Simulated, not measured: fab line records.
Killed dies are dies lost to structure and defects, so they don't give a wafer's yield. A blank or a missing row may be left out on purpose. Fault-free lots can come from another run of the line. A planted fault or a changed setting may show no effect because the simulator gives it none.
Chamber matching :: flow n5-finfet :: cvd-co-02 running N5_BEOL_M5_CO_CAP_78: 3 sister chambers
The step material Co, precursor CCTBA/H2, target thk 2 nm, time 102.1 s. 6 wafers are shown with their chamber, then 12 later ones without.

WAFERS WITH THEIR CHAMBER
wafer: L085.4
chamber: 2
heater-power-w (W): 265

wafer: L089.3
chamber: 0
heater-power-w (W): 257

wafer: L089.4
chamber: 2
heater-power-w (W): 260

wafer: L091.3
chamber: 1
heater-power-w (W): 248

wafer: L091.4
chamber: 0
heater-power-w (W): 259

wafer: L091.6
chamber: 1
heater-power-w (W): 249

WAFERS WITHOUT THEIR CHAMBER
wafer: L093.1
heater-power-w (W): 251

wafer: L093.4
heater-power-w (W): 264

wafer: L093.6
heater-power-w (W): 250

wafer: L090.2
heater-power-w (W): 264

wafer: L090.3
heater-power-w (W): 256

wafer: L090.5
heater-power-w (W): 256

wafer: L096.2
heater-power-w (W): 261

wafer: L096.3
heater-power-w (W): 257

wafer: L096.5
heater-power-w (W): 261

wafer: L097.2
heater-power-w (W): 246

wafer: L097.4
heater-power-w (W): 261

wafer: L097.5
heater-power-w (W): 244

EACH ONE'S CHAMBER
wafer: L093.1
from the rows above: 1
in truth: 1

wafer: L093.4
from the rows above: 2
in truth: 2

wafer: L093.6
from the rows above: 1
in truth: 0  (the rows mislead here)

wafer: L090.2
from the rows above: 2
in truth: 2

wafer: L090.3
from the rows above: 0
in truth: 0

wafer: L090.5
from the rows above: 0
in truth: 0

wafer: L096.2
from the rows above: can't be placed: 2 or 0
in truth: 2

wafer: L096.3
from the rows above: 0
in truth: 0

wafer: L096.5
from the rows above: can't be placed: 2 or 0
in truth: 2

wafer: L097.2
from the rows above: 1
in truth: 1

wafer: L097.4
from the rows above: can't be placed: 2 or 0
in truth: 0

wafer: L097.5
from the rows above: 1
in truth: 1
Placed correctly: 8 of 12. These rows do not allow placing 3 (true chamber among the candidates in 3). Placed wrongly: 1.
How it was worked out, from the rows above alone: a wafer's distance from a chamber is the root of the sum, over the readings, of the square of ((its reading less the chamber's mean) divided by the reading's scatter). The wafer belongs to the nearest chamber; if the next one is less than 2 further off, it can't be placed. Each chamber's mean is taken over the wafers shown for it. The scatter: take each reading less its chamber's mean, square it, sum over the shown wafers, divide by the number of wafers less the number of chambers, and take the root.
